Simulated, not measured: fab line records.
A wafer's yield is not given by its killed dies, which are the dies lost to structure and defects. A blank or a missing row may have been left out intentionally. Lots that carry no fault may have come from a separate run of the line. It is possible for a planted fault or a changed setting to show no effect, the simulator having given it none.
Chamber matching	flow n5-finfet	N5_BEOL_M9_CURE_71 on uv-cure-02 has 3 sister chambers
The step cures SiCOH lowk, time 240 s. 24 wafers are shown with their chamber, then 12 later ones without.

## WAFERS WITH THEIR CHAMBER
wafer	chamber	lamp-power-pct (%)	wafer_temp_C_max
L076.2	1	52.37	386.8
L076.3	1	52.33	386.8
L076.6	1	52.29	387.0
L074.1	0	52.26	387.9
L074.3	0	52.27	386.7
L074.5	0	52.30	386.7
L074.2	0	52.27	386.5
L074.4	0	52.35	387.5
L074.6	0	52.37	387.6
L078.1	0	52.19	387.7
L078.3	0	52.30	387.3
L078.6	0	52.35	386.9
L079.1	1	52.28	387.0
L079.4	1	52.28	386.9
L079.6	1	52.39	387.2
L079.2	1	52.29	387.5
L079.3	1	52.24	387.4
L079.5	1	52.31	387.4
L081.1	1	52.41	387.1
L081.4	1	52.24	387.8
L081.6	1	52.26	387.8
L082.1	2	52.37	386.7
L082.3	2	52.34	386.6
L082.6	2	52.40	387.3

SIGNATURES (means of the wafers above)
reading	chamber 0	chamber 1	chamber 2	scatter within a chamber
lamp-power-pct	52.2956	52.3075	52.3700	0.0544
wafer_temp_C_max	387.200	387.225	386.867	0.423
Rule: a wafer's distance from a chamber is the root of the sum, over the readings, of the square of ((its reading less the chamber's mean) divided by the reading's scatter). If the next closest chamber is less than 2 further off than the closest, the wafer can't be placed; otherwise it belongs to the closest. The scatter is the square root of a quotient: the sum, over the shown wafers, of each reading's squared deviation from its chamber's mean, divided by wafers minus chambers.

## WAFERS MISSING THEIR CHAMBER
wafer	lamp-power-pct (%)	wafer_temp_C_max
L086.1	52.28	387.1
L086.4	52.25	386.6
L086.5	52.31	387.4
L087.1	52.27	387.3
L087.4	52.29	388.0
L087.5	52.34	388.1
L089.2	52.35	387.3
L089.3	52.30	387.7
L089.5	52.29	387.9
L094.3	52.31	386.8
L094.5	52.24	386.9
L094.6	52.28	387.2

## WHICH CHAMBER EACH ONE RAN IN
wafer	from the rows above	in truth
L086.1	can't be placed: 0 or 1 or 2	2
L086.4	can't be placed: 0 or 1 or 2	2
L086.5	can't be placed: 1 or 0 or 2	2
L087.1	can't be placed: 0 or 1 or 2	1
L087.4	can't be placed: 1 or 0 or 2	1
L087.5	can't be placed: 1 or 0 or 2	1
L089.2	can't be placed: 1 or 0 or 2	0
L089.3	can't be placed: 1 or 0 or 2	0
L089.5	can't be placed: 1 or 0 or 2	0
L094.3	can't be placed: 0 or 1 or 2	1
L094.5	can't be placed: 0 or 1 or 2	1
L094.6	can't be placed: 0 or 1 or 2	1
Correct placement for 0 of the 12. From these rows, 12 cannot be placed; in 12 the true chamber is one of the candidates. Number placed wrongly: 0.
